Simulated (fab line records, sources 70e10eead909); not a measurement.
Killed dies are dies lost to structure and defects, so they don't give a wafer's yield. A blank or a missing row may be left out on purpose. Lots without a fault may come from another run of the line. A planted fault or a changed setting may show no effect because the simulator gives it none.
fab line records | flow nand_harc
record lots=11 wafers=33 last_day=34
route steps=1302 shown A_CHANNEL_HOLE_D2@593 A_CHANNEL_FILL_D2@615 END@1302
lots that met no fault: from a run of the same line without faults
start_h: hours from the record's first day to the start of the lot's first wafer shown | wait_h: hours since the lot's step before | " the same as in the row above | L1.1+2: a row that stands for several wafers | - no value, or no start given | * or withheld: withheld | < > ~ a bound
route shown NAME@n: a module of which the file shows steps, and the number in the route of the first | usual: mean/standard deviation of fault-free wafers | same: alike in all rows | chamber/n: place in a boat | sites: the reading at each site | _std_site: their standard deviation | _edge_site: outer sites' mean less inner sites' | radius_mm: how far each site lies from the wafer's centre | mask NAME#n: copy n | behind: the tool/chamber that last shaped the wafer | hold: why the lot was held/for how many hours/how that ended | device: the transistor (n, p or np) that didn't switch | end of line: the same wafers' tests at the end of the route | a step without rows: its recipe alone | killed: dies lost to structure and defects at the first sort, not the wafer's yield | map: a wafer's dies, x killed, . not, _ none there
set.NAME: the setting as run; set.NAME@STEP: as run at that earlier step | model.NAME: the simulator's own value behind a step, which no gauge read
steps of the route over a sample of lots; a table a step, a row a wafer
services: from which hour (start_h, from the record's first day; less than 0 if before it) a tool's chamber was out of use, for how many hours, and why
## steps
# step NHARC_A_CHANNEL_HOLE_D2_ETCH_21
# recipe bias_v=3000 source_w=withheld pressure_mtorr=20 time_s=514.3 ar_flow_sccm=375 c4f8_flow_sccm=89.3 o2_flow_sccm=35.7 temp_c=-20 target_depth_a=16000 chemistry=C4F8/O2/Ar
# usual drypump_motor_current_A=5.74/0.15 he_backside_leak_sccm=5.8/0.91 oes_air_line_au=1.000/0.02 showerhead_plenum_p_Torr=3.65/0.15 throttle_valve_pct=32.155/0.0089
# columns lot.wafer tool chamber start_h wait_h drypump_motor_current_A he_backside_leak_sccm oes_air_line_au rf_hours_counter_h showerhead_plenum_p_Torr throttle_valve_pct
L191.2 har_etch-02 0 316.18 0.3 5.79 7.1 0.983 364 3.47 32.171
L191.1 " 1 " " 5.95 7.3 1.002 379 3.72 32.159
L191.5 " 0 " " 5.79 6.6 0.998 - 3.47 32.139
L192.4 har_etch-01 0 317.88 0.3 5.59 5.7 0.996 - 3.52 32.162
L192.5 " 0 " " 5.58 5.4 1.006 - 3.52 32.152
L192.6 " 1 " " 5.63 5.7 0.998 - 3.63 32.155
L193.3 har_etch-02 1 344.45 0.3 5.95 7.6 1.009 - 3.71 32.151
L193.6 " 1 " " 5.96 7.8 0.970 - 3.71 32.154
L193.5 " 0 " " 5.79 6.8 0.989 - 3.46 32.140
L195.4 har_etch-02 1 356.98 0.3 5.95 7.2 0.972 - 3.71 32.151
L195.6 " 0 " " 5.77 7.1 1.003 - 3.46 32.149
L195.5 " 1 " " 5.96 7.1 0.982 - 3.71 32.142
L200.1 har_etch-02 1 405.57 0.3 5.95 4.9 1.029 8 3.70 32.169
L200.4 " 1 " " 5.96 5.0 1.022 - 3.70 32.164
L200.3 " 0 " " 5.79 5.7 1.033 - 3.93 32.162
L201.2 har_etch-02 0 409.75 0.3 5.77 6.0 1.010 12 3.93 32.150
L201.1 " 1 " " 5.95 4.5 0.971 12 3.69 32.150
L201.5 " 0 " " 5.78 5.9 0.996 - 3.93 32.147
L202.1 har_etch-02 0 423.83 0.3 5.75 5.4 1.010 19 3.92 32.166
L202.6 " 1 " " 5.96 4.3 1.008 - 3.69 32.157
L202.5 " 0 " " 5.78 5.6 1.021 - 3.92 32.154
L203.1 har_etch-01 1 446.04 0.3 5.60 6.0 0.965 245 3.59 32.167
L203.6 " 1 " " 5.59 5.9 0.977 - 3.59 32.168
L203.5 " 0 " " 5.59 5.8 1.019 - 3.48 32.152
L210.3 har_etch-02 1 516.13 0.3 5.98 5.1 0.988 - 3.66 32.138
L210.4 " 0 " " 5.79 5.8 1.014 - 3.89 32.148
L210.6 " 0 " " 5.77 11.1 0.994 - 3.89 32.166
L212.2 har_etch-01 0 517.47 0.3 5.58 6.1 1.007 287 3.45 32.165
L212.6 " 1 " " 5.59 5.9 1.023 - 3.56 32.160
L212.5 " 0 " " 5.58 6.2 0.997 - 3.45 32.153
L211.2 har_etch-01 0 521.54 0.3 5.58 6.0 1.011 291 3.45 32.158
L211.1 " 1 " " 5.59 5.9 0.988 291 3.56 32.142
L211.6 " 0 " " 5.56 6.3 0.982 - 3.45 32.150
# step NHARC_A_CHANNEL_HOLE_D2_ETCH_27
# recipe bias_v=400 source_w=2000 pressure_mtorr=25 time_s=90 ar_flow_sccm=375 c4f8_flow_sccm=41.7 o2_flow_sccm=83.3 temp_c=-20 target_depth_a=4000 chemistry=C4F8/O2/Ar
# usual drypump_motor_current_A=5.74/0.15 he_backside_leak_sccm=5.9/0.78 oes_air_line_au=1.001/0.021 showerhead_plenum_p_Torr=3.68/0.16 throttle_valve_pct=27.619/0.0096
# columns lot.wafer tool chamber start_h wait_h drypump_motor_current_A he_backside_leak_sccm oes_air_line_au rf_hours_counter_h showerhead_plenum_p_Torr throttle_valve_pct
L191.2 har_etch-02 0 319.73 0.2 5.79 6.8 1.001 367 3.50 27.613
L191.1 " 1 " " 5.96 7.5 1.009 382 3.76 27.621
L191.5 " 0 " " 5.78 6.9 1.009 - 3.50 27.611
L192.4 har_etch-01 0 321.36 0.2 5.60 5.5 0.991 - 3.55 27.607
L192.5 " 0 " " 5.58 5.6 0.992 - 3.55 27.618
L192.6 " 1 " " 5.61 5.6 0.963 - 3.66 27.622
L193.3 har_etch-02 1 347.93 0.2 5.96 7.8 1.042 - 3.75 27.598
L193.6 " 1 " " 5.95 7.8 1.044 - 3.75 27.600
L193.5 " 0 " " 5.77 6.9 0.993 - 3.49 27.617
L195.4 har_etch-02 1 360.42 0.2 5.96 8.0 1.001 - 3.75 27.593
L195.6 " 0 " " 5.78 7.2 1.003 - 3.49 27.616
L195.5 " 1 " " 5.96 7.4 0.965 - 3.74 27.595
L200.1 har_etch-02 1 409.13 0.2 5.96 4.8 1.024 11 3.73 27.617
L200.4 " 1 " " 5.96 4.8 1.037 - 3.73 27.616
L200.3 " 0 " " 5.78 5.6 0.983 - 3.97 27.611
L201.2 har_etch-02 0 413.29 0.2 5.79 5.6 1.014 15 3.97 27.637
L201.1 " 1 " " 5.98 4.6 0.992 15 3.73 27.625
L201.5 " 0 " " 5.76 5.8 1.028 - 3.97 27.617
L202.1 har_etch-02 0 427.34 0.2 5.81 6.0 1.022 23 3.97 27.617
L202.6 " 1 " " 5.98 4.9 1.002 - 3.73 27.611
L202.5 " 0 " " 5.78 6.4 0.996 - 3.97 27.628
L203.1 har_etch-01 1 449.58 0.2 5.59 6.0 1.008 248 3.62 27.631
L203.6 " 1 " " 5.58 5.9 1.045 - 3.62 27.619
L203.5 " 0 " " 5.58 5.9 0.988 - 3.51 27.615
L210.3 har_etch-02 1 519.59 0.2 5.95 4.9 0.951 - 3.70 27.623
L210.4 " 0 " " 5.78 6.0 0.986 - 3.94 27.613
L210.6 " 0 " " 5.78 5.8 0.969 - 3.94 27.617
L212.2 har_etch-01 0 520.96 0.2 5.58 6.0 1.023 290 3.48 27.610
L212.6 " 1 " " 5.61 5.8 0.998 - 3.60 27.619
L212.5 " 0 " " 5.59 6.0 1.026 - 3.48 27.616
L211.2 har_etch-01 0 525.09 0.2 5.57 6.1 1.003 294 3.48 27.617
L211.1 " 1 " " 5.60 6.2 1.039 294 3.59 27.630
L211.6 " 0 " " 5.57 6.1 0.993 - 3.48 27.614
# step NHARC_A_CHANNEL_HOLE_D2_INSPECT_40
# usual raw_defect_count=281/100
# columns lot.wafer tool chamber start_h wait_h raw_defect_count
L191.1 defect_inspect-02 - 321.46 - 446
L191.2 " - " " 326
L191.5 " - " " 387
L192.4 defect_inspect-02 - 323.04 - 385
L192.5 " - " " 314
L192.6 " - " " 574
L193.3 defect_inspect-01 - 349.60 - 293
L193.5 " - " " 265
L193.6 " - " " 268
L195.4 defect_inspect-02 - 362.06 - 290
L195.5 " - " " 352
L195.6 " - " " 279
L200.1 defect_inspect-02 - 410.88 - 120
L200.3 " - " " 134
L200.4 " - " " 122
L201.1 defect_inspect-02 - 415.01 - 601
L201.2 " - " " 626
L201.5 " - " " 558
L202.1 defect_inspect-01 - 429.04 - 548
L202.5 " - " " 604
L202.6 " - " " 482
L203.1 defect_inspect-01 - 451.64 - 303
L203.5 " - " " 377
L203.6 " - " " 332
L210.3 defect_inspect-02 - 521.27 - 220
L210.4 " - " " 152
L210.6 " - " " 170
L212.2 defect_inspect-01 - 522.66 - 231
L212.5 " - " " 436
L212.6 " - " " 371
L211.1 defect_inspect-01 - 526.90 - 530
L211.2 " - " " 619
L211.6 " - " " 402
# step NHARC_A_CHANNEL_FILL_D2_ALD_15
# recipe target_thk_a=20 pulse_time_s=60 ald_cycles=19 temp_c=630 pressure_torr=2 material=SiNx
# usual precursor_pulse_height_rel=1.002/0.022
# columns lot.wafer tool chamber start_h wait_h precursor_pulse_height_rel
L191.1 ald_sin_batch-01 0 - - 1.020
L191.2 " 0 " " 0.988
L191.5 " 0 " " 1.006
L192.4 ald_sin_batch-01 0 - - 1.012
L192.5 " 0 " " 1.043
L192.6 " 0 " " 1.013
L193.3 ald_sin_batch-01 0 - - 1.058
L193.5 " 0 " " 1.018
L193.6 " 0 " " 1.009
L195.4 ald_sin_batch-02 0 - - 0.971
L195.5 " 0 " " 0.980
L195.6 " 0 " " 0.999
L200.1 ald_sin_batch-01 0 - - 1.003
L200.3 " 0 " " 1.007
L200.4 " 0 " " 1.003
L201.1 ald_sin_batch-01 0 - - 1.006
L201.2 " 0 " " 0.998
L201.5 " 0 " " 1.034
L202.1 ald_sin_batch-01 0 - - 0.987
L202.5 " 0 " " 0.978
L202.6 " 0 " " 1.024
L203.1 ald_sin_batch-03 0 - - 0.989
L203.5 " 0 " " 0.978
L203.6 " 0 " " 0.997
L210.3 ald_sin_batch-01 0 - - 0.955
L210.4 " 0 " " 0.998
L210.6 " 0 " " 1.024
L212.2 ald_sin_batch-01 0 - - 0.987
L212.5 " 0 " " 1.006
L212.6 " 0 " " 0.970
L211.1 ald_sin_batch-01 0 - - 1.058
L211.2 " 0 " " 1.020
L211.6 " 0 " " 1.010
# step NHARC_A_CHANNEL_FILL_D2_STRIP_28
# recipe time_s=20 o2_flow_sccm=500 ar_flow_sccm=0 bias_w=0 chemistry=O2
# usual drypump_motor_current_A=5.8/0.34 oes_product_au=0.999/0.0095 rf_vpp_V=57.9/0.84 showerhead_plenum_p_Torr=3.51/0.15 throttle_valve_pct=17.036/0.0088
# columns lot.wafer tool chamber start_h wait_h drypump_motor_current_A oes_product_au rf_hours_counter_h rf_vpp_V showerhead_plenum_p_Torr throttle_valve_pct
L191.2 rie_diel-04 1 347.92 0.1 5.8 0.999 5 58.7 3.44 17.034
L191.1 " 3 " " 5.5 1.004 5 58.7 3.78 17.038
L191.5 " 1 " " 5.8 0.987 - 57.7 3.44 17.020
L192.4 rie_diel-03 1 347.96 0.1 6.2 1.007 10 57.8 3.40 17.057
L192.5 " 3 " " 5.9 1.004 - 57.6 3.72 17.050
L192.6 " 0 " " 5.5 1.000 - 56.2 3.38 17.048
L193.3 rie_diel-03 3 375.03 0.1 5.9 0.975 13 57.3 3.72 17.026
L193.5 " 1 " " 6.2 0.999 - 57.2 3.40 17.037
L193.6 " 2 " " 6.3 1.008 - 57.4 3.63 17.040
L195.4 rie_diel-13 3 387.33 0.1 5.9 1.001 2 60.0 3.63 17.016
L195.5 " 2 " " 5.4 0.996 - 58.3 3.36 17.025
L195.6 " 3 " " 5.9 0.995 - 58.9 3.63 17.032
L200.3 rie_diel-13 3 432.76 0.1 5.9 1.006 3 58.2 3.63 17.022
L200.1 " 1 " " 5.5 0.980 3 57.4 3.64 17.051
L200.4 " 2 " " 5.4 0.995 3 58.6 3.36 17.030
L201.2 rie_diel-04 3 440.00 0.1 5.5 1.006 2 59.3 3.78 17.028
L201.1 " 0 " " 5.5 1.010 2 58.3 3.38 17.037
L201.5 " 3 " " 5.5 1.011 - 58.2 3.78 17.037
L202.1 rie_diel-04 1 457.19 0.1 5.7 0.994 2 57.6 3.44 17.026
L202.5 " 1 " " 5.8 0.997 - 57.6 3.44 17.039
L202.6 " 3 " " 5.5 1.008 - 57.4 3.78 17.035
L203.1 rie_diel-04 0 477.24 0.1 5.6 1.003 3 57.1 3.38 17.035
L203.5 " 2 " " 5.7 1.002 - 56.0 3.44 17.036
L203.6 " 3 " " 5.5 1.000 - 57.5 3.77 17.024
L212.2 rie_diel-04 0 549.80 0.1 5.5 1.009 0 59.1 3.38 17.050
L212.6 " 2 " " 5.7 1.002 - 57.4 3.44 17.044
L212.5 " 0 " " 5.5 1.002 - 57.5 3.38 17.032
L210.4 rie_diel-13 3 549.81 0.1 5.9 0.982 1 57.7 3.63 17.048
L210.3 " 0 " " 6.6 1.028 1 58.2 3.34 17.037
L210.6 " 2 " " 5.4 0.996 - 56.8 3.36 17.037
L211.1 rie_diel-04 0 553.67 0.1 5.5 1.006 1 56.4 3.38 17.027
L211.2 " 1 " " 5.8 0.989 1 57.4 3.44 17.049
L211.6 " 1 " " 5.7 0.992 - 58.2 3.44 17.032
# step NHARC_END_SORT_01
# recipe temp_c=25
# usual killed_at_array=57/18 killed_at_other=0.8/1 killed_at_periphery=3.9/2.8 killed_dies=62/18 killed_open=3.4/1.8 killed_short=2.2/1.6
# same gross_dies=677
# columns lot.wafer tool chamber start_h wait_h killed_at_array killed_at_other killed_at_periphery killed_dies killed_open killed_short
L202.1 prober-02 0 683.77 2.5 115 0 1 116 2 1
L202.5 prober-02 0 686.96 3.7 98 0 5 103 4 1
L202.6 prober-02 0 687.76 4.0 104 0 2 106 3 2
L201.1 prober-01 0 684.70 2.5 88 1 5 94 5 0
L201.2 prober-01 0 685.51 2.8 91 0 2 93 4 1
L201.5 prober-01 0 687.95 3.7 91 1 4 96 3 4
# killed by level:class
L202.1 A_CHANNEL_HOLE_D2:unspecified=71 A_SLIT:chamber_film_flake=20 A_CHANNEL_HOLE_D1:chamber_film_flake=12 A_STAIRCASE:chamber_film_flake=5 A_WL_FILL:chamber_film_flake=3 A_CONTACT:chamber_film_flake=2 P_M0:geometric_particle:open=1 A_ONON_D2:geometric_particle:short=1
L201.1 A_CHANNEL_HOLE_D2:unspecified=61 A_CHANNEL_HOLE_D1:chamber_film_flake=8 A_CONTACT:chamber_film_flake=8 A_WL_FILL:chamber_film_flake=4 P_STI:chamber_film_flake=2 A_STAIRCASE:chamber_film_flake=2 A_SLIT:chamber_film_flake=2 P_GATE:geometric_particle:open=1
L201.2 A_CHANNEL_HOLE_D2:unspecified=68 A_CHANNEL_HOLE_D1:chamber_film_flake=7 A_WL_FILL:chamber_film_flake=6 A_CONTACT:chamber_film_flake=3 P_STI:chamber_film_flake=2 A_CHANNEL_FILL_D1:geometric_particle:open=1 A_DECK1_JOINT:geometric_particle:open=1 A_CHANNEL_HOLE_D2:geometric_particle:short=1
L202.5 A_CHANNEL_HOLE_D2:unspecified=65 A_SLIT:chamber_film_flake=22 A_CHANNEL_HOLE_D1:chamber_film_flake=6 A_STAIRCASE:chamber_film_flake=4 P_GATE:geometric_particle:open=3 P_CONTACT:geometric_particle:open=1 A_DECK1_JOINT:geometric_particle:short=1 P_M2:chamber_film_flake=1
L202.6 A_CHANNEL_HOLE_D2:unspecified=64 A_SLIT:chamber_film_flake=27 A_CHANNEL_HOLE_D1:chamber_film_flake=3 A_WL_FILL:chamber_film_flake=3 A_STAIRCASE:chamber_film_flake=2 P_CONTACT:geometric_particle:short=1 P_CONTACT:geometric_particle:open=1 A_SOURCE_PLATE:geometric_particle:short=1
L201.5 A_CHANNEL_HOLE_D2:unspecified=59 A_CHANNEL_HOLE_D1:chamber_film_flake=17 A_CONTACT:chamber_film_flake=4 A_WL_FILL:chamber_film_flake=3 P_CONTACT:geometric_particle:open=2 A_SLIT:chamber_film_flake=2 A_ONON_D2:geometric_particle:short=1 A_CHANNEL_FILL_D2:geometric_particle:open=1
## services
# columns tool chamber start_h hours kind
rie_diel-03 2 306.05 3.9 repair
rie_diel-13 1 307.14 4.5 repair
rie_diel-13 3 328.66 2.6 repair
rie_diel-13 - 342.00 9.0 pm
rie_diel-04 1 342.87 2.6 repair
rie_diel-04 - 354.90 9.0 pm
rie_diel-03 1 364.49 6.6 repair
har_etch-02 - 377.00 17.0 pm
har_etch-02 0 377.00 17.0 vent_cycle
har_etch-02 1 377.00 17.0 vent_cycle
har_etch-02 0 394.00 - clean
rie_diel-13 1 395.15 3.1 repair
rie_diel-04 - 403.73 0.2 repair
rie_diel-04 2 439.14 22.3 repair
har_etch-02 - 441.44 0.3 repair
rie_diel-04 1 443.09 7.0 repair
rie_diel-03 - 458.30 9.0 pm
rie_diel-03 - 479.94 1.0 repair
rie_diel-13 2 485.64 33.3 repair
rie_diel-13 - 505.12 0.6 repair
ald_sin_batch-01 - 506.00 26.0 pm
rie_diel-13 - 519.00 9.0 pm
rie_diel-04 - 531.90 9.0 pm
rie_diel-04 3 548.38 10.6 repair
## key
first_sign step=NHARC_A_CHANNEL_HOLE_D2_INSPECT_40 reading=raw_defect_count direction=up sigmas=2.8 usual=281 struck=570
effect step=NHARC_END_SORT_01 reading=killed_at_array direction=up sigmas=2.3 usual=57 struck=98
more_kills_born_at NHARC_A_CHANNEL_HOLE_D2_ETCH_21@har_etch-02=324
met_at NHARC_A_CHANNEL_HOLE_D2_ETCH_21
struck_lots L201,L202
tester_left_out L201,L202
not_acting_at NHARC_A_CHANNEL_HOLE_D2_ETCH_27,NHARC_A_CHANNEL_FILL_D2_ALD_15,NHARC_A_CHANNEL_FILL_D2_STRIP_28
onset_between 405.57 409.75
fault kind=chamber_particle_source tool=har_etch-02 chamber=- onset_h=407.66 steps=NHARC_A_CHANNEL_HOLE_D2_ETCH_21 rate_per_visit_cm2=0.45867 end_h=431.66
# tester_left_out: of these lots the tester's yield and bins aren't shown, on N5 and GAA mostly nor the transistor test; their killed dies are dies lost to structure and defects alone, not to doping, threshold or leakage, so they don't give the yield
